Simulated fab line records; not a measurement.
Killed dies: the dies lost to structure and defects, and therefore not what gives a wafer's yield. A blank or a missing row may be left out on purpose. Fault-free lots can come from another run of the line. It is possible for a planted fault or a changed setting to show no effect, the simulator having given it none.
The same fault as seen by 3 desks | flow nand_harc | what lay behind the numbers comes last; until then each desk has only its own

== THE DEFECT DESK ==
Lot by lot, what the route's inspections counted, given as the mean of those sampled wafers with a number. The brackets show how far a lot's mean lies from the usual mean; more than 4 standard deviations puts the lot out of limits, marked OUT.
Columns: A = raw_defect_count at NHARC_P_ZERO_WELL_INSPECT_43, usual 13
lot  | first seen here | A
L114 | day 2 06:03     | 9
L117 | day 3 09:50     | 14
L118 | day 3 19:40     | 11
L119 | day 4 05:33     | 15
L121 | day 5 01:49     | 9
L122 | day 5 11:40     | 10
L123 | day 5 21:42     | 11
L124 | day 6 07:38     | 12
L125 | day 6 17:42     | 15
L132 | day 9 16:05     | 11
L134 | day 10 11:45    | 13
L135 | day 10 21:29    | 9
L137 | day 11 17:34    | 9
This desk found nothing out of limits on any of the 13 lots.

== FROM THE METROLOGY DESK ==
What the gauges read, lot by lot, whatever tool the lot ran on: means of the sampled wafers that have a number. The brackets show how far a lot's mean lies from the usual mean; more than 4 standard deviations puts the lot out of limits, marked OUT.
Columns: A = cd_nm at NHARC_P_ZERO_WELL_CD_MEAS_24, usual 719.3 nm
lot  | first seen here | A
L114 | day 1 22:28     | 719.4
L117 | day 3 05:00     | 719.8
L118 | day 3 14:35     | 720.6
L119 | day 4 00:36     | 719.6
L121 | day 4 20:35     | 719.1
L122 | day 5 06:41     | 717.7
L123 | day 5 16:35     | 719.2
L124 | day 6 02:28     | 719.6
L125 | day 6 12:45     | 719.2
L132 | day 9 11:07     | 716.3
L134 | day 10 06:38    | 718.6
L135 | day 10 16:29    | 718.5
L137 | day 11 12:28    | 719.8
This desk found nothing out of limits on any of the 13 lots.

== DESK OF THE TOOL OWNER: rie_si-02 ==
The tool's own readings at NHARC_P_ZERO_WELL_ETCH_63 (etches the open film in HBr/Cl2, target depth 120 nm, time 40.1 s): means of the sampled wafers that have a number, for each lot that ran on this tool. The brackets show how far a lot's mean lies from the usual mean; more than 4 standard deviations puts the lot out of limits, marked OUT.
Columns: A = chamber_pressure_mTorr at NHARC_P_ZERO_WELL_ETCH_63, usual 14.999 mTorr; B = drypump_motor_current_A at NHARC_P_ZERO_WELL_ETCH_63, usual 5.9 A; C = oes_product_au at NHARC_P_ZERO_WELL_ETCH_63, usual 1.003 a.u.; D = throttle_valve_pct at NHARC_P_ZERO_WELL_ETCH_63, usual 26.408 %
lot  | first seen here | A      | B   | C               | D
L117 | day 3 04:05     | 14.987 | 6.0 | 0.999           | 26.409
L118 | day 3 13:41     | 14.984 | 5.8 | 1.006           | 26.409
L121 | day 4 19:36     | 15.005 | 6.0 | 0.998           | 26.420
L132 | day 9 10:20     | 14.995 | 5.8 | 1.156 (+17) OUT | 26.413
L134 | day 10 05:44    | 15.000 | 5.7 | 1.211 (+23) OUT | 26.408
L135 | day 10 15:41    | 14.994 | 5.9 | 1.201 (+22) OUT | 26.413
Finding of this desk: L132, L134, L135 out of limits; the first was L132 at day 9 10:20, on oes_product_au at NHARC_P_ZERO_WELL_ETCH_63. Within limits: L117, L118, L121.

== TAKEN TOGETHER ==
The tool owner's desk could have raised an alarm at day 9 10:20, on L132, L134, L135.
Nothing out of limits was seen by the defect desk.
At the metrology desk, nothing out of limits was observed.
The defect desk has L132, L134, L135 on record, within its limits.
The metrology desk has L132, L134, L135 on record, within its limits.
NHARC_P_ZERO_WELL_ETCH_63 was run on rie_si-02 by each of the lots named.

== WHAT WAS PUT IN BY THE SIMULATOR ==
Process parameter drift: rie_si-02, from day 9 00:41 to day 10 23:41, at NHARC_P_ZERO_WELL_ETCH_63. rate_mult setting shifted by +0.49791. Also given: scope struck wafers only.
Lots struck among those shown: L132, L134, L135.
Delay in hours, fault start to first out-of-limits reading, by desk: the tool owner's desk at 10.
